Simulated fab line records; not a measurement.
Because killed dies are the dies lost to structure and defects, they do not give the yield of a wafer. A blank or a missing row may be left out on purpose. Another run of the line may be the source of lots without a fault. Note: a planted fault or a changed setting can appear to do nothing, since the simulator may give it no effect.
Chamber matching / flow n5 finfet / pecvd-01 running N5_BEOL_M0_SAQP_ILD_DEP_01: 3 sister chambers
The step deposits SiOC from DEMS/O2, target thk 45.419 nm, time 8.7 s. 6 wafers are shown with their chamber, then 7 later ones without.

WAFERS WITH THEIR CHAMBER
wafer=L079.6; chamber=1; throttle valve pct (%)=13.2; heater power w (W)=410
wafer=L081.4; chamber=2; throttle valve pct (%)=11.8; heater power w (W)=374
wafer=L086.3; chamber=1; throttle valve pct (%)=13.4; heater power w (W)=385
wafer=L086.5; chamber=0; throttle valve pct (%)=11.9; heater power w (W)=530
wafer=L091.4; chamber=0; throttle valve pct (%)=11.4; heater power w (W)=468
wafer=L091.5; chamber=2; throttle valve pct (%)=11.8; heater power w (W)=357

WAFERS WITHOUT THEIR CHAMBER
wafer=L091.6; throttle valve pct (%)=13.4; heater power w (W)=437
wafer=L094.1; throttle valve pct (%)=11.5; heater power w (W)=476
wafer=L094.3; throttle valve pct (%)=11.7; heater power w (W)=378
wafer=L094.5; throttle valve pct (%)=11.8; heater power w (W)=465
wafer=L097.2; throttle valve pct (%)=11.6; heater power w (W)=379
wafer=L097.3; throttle valve pct (%)=11.7; heater power w (W)=503
wafer=L097.5; throttle valve pct (%)=11.5; heater power w (W)=515

WHICH CHAMBER EACH ONE RAN IN
wafer=L091.6; from the rows above=1; in truth=1
wafer=L094.1; from the rows above=0; in truth=0
wafer=L094.3; from the rows above=2; in truth=2
wafer=L094.5; from the rows above=0; in truth=0
wafer=L097.2; from the rows above=2; in truth=2
wafer=L097.3; from the rows above=0; in truth=0
wafer=L097.5; from the rows above=0; in truth=0
7 of 7 placed correctly. Number that these rows cannot place: 0. 0 placed wrongly.
How it was worked out, from the rows above alone: a wafer's distance from a chamber is the root of the sum, over the readings, of the square of ((its reading less the chamber's mean) divided by the reading's scatter). If the next closest chamber is less than 2 further off than the closest, the wafer can't be placed; otherwise it belongs to the closest. For every chamber, the mean is computed from those of its wafers that are shown. The scatter: take each reading less its chamber's mean, square it, sum over the shown wafers, divide by the number of wafers less the number of chambers, and take the root.
